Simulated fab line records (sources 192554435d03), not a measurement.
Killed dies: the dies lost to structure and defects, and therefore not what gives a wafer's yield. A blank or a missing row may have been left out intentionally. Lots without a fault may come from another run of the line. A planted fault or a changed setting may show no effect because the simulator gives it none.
8D (eight disciplines) problem report, filled in by code / flow n5-finfet / the parts of the form that need people (team, actions taken, sign-off) are left out

== 1. PROBLEM STATEMENT ==
Mean of spin-speed-rpm at N5_BEOL_M4_COAT_62: 1630.2 rpm across 6 wafers in 2 lots; on wafers with no fault it is 1499.9 rpm (standard deviation 1). That is +99 or more standard deviations from the usual mean.
The step: time 60 s, resist thk 12 nm.
Seen first at day 11 01:21 on litho-track-03, wafer L660.1. At this step, 30 wafers from 10 lots have a number in the record. Rule for "out", or "out of limits": more than 4 standard deviations from the usual mean. Any other wafer with a number is counted as sound.

== 2. WHAT THIS IS AND IS NOT ==
question=which readings at this step | is=spin-speed-rpm | is not=heater-power-total-W
question=which lots | is=L660, L663 | is not=L648, L649, L651, L652, L654, L655, L656, L669
question=which wafers of those lots | is=all that have a number | is not=-
question=read on which tools | is=litho-track-03 | is not=litho-track-02, litho-track-04
question=when | is=from day 11 01:21 | is not=up to then (21 sound wafers); but 3 sound wafers of L669 came after

== 3. WHAT RULES OUT EACH SUSPECT ==
Counting: any tool at a process step up to the reading is kept as a suspect provided that every lot that is out went through it and no sound lot did after the first of them.
- pvd-sputter-01 at N5_BEOL_M3_SURFACE_TREAT_85: kept. Every lot that is out went through it, starting with L660 (day 10 19:38), and after that it ran no sound lot; the last sound lot it ran before then is L656 (day 9 20:32).
- litho-track-03 at N5_BEOL_M4_COAT_62 (time 60 s, resist thk 12 nm): kept. Every lot that is out went through it, starting with L660 (day 11 01:21), and after that it ran no sound lot; the last sound lot it ran before then is L655 (day 9 20:10). Out on those wafers are its own readings of spin-speed-rpm.
Remaining after the count are pvd-sputter-01 at N5_BEOL_M3_SURFACE_TREAT_85 and litho-track-03 at N5_BEOL_M4_COAT_62.

== 4. THE CAUSE (what the simulator had put in) ==
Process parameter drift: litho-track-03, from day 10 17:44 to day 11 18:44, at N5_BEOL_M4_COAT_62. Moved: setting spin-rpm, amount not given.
Of the 2 suspects that counting leaves, this tool is one.

== 5. THE EFFECT CHAIN, in route order ==
Each row: a reading whose mean over the struck wafers that have a number lies more than 3 standard deviations from the usual. Readings are gone through only where the record gives a usual standard deviation; hours: the median, over the lots, of the time from a lot's start at the first step in this table giving one to that lot's start at this step; sigmas: the change measured in usual standard deviations.
hours=0; step=N5_BEOL_M4_COAT_62; reading=spin-speed-rpm; usual=1499.9 rpm; on struck wafers=1630.2; change=+130.3; sigmas=+99 or more
Process steps it contains:
- N5_BEOL_M4_COAT_62: time 60 s, resist thk 12 nm.
Later steps that measure or inspect, where all struck wafers having a row at the step show a number for every such reading and not one has moved that far: N5_BEOL_M4_RC_MEAS_101.

== 6. HOW IT WOULD HAVE BEEN CAUGHT EARLIER ==
8 hours passed between the start of the fault at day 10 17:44 and the first reading out of limits in this record, taken at day 11 01:21.
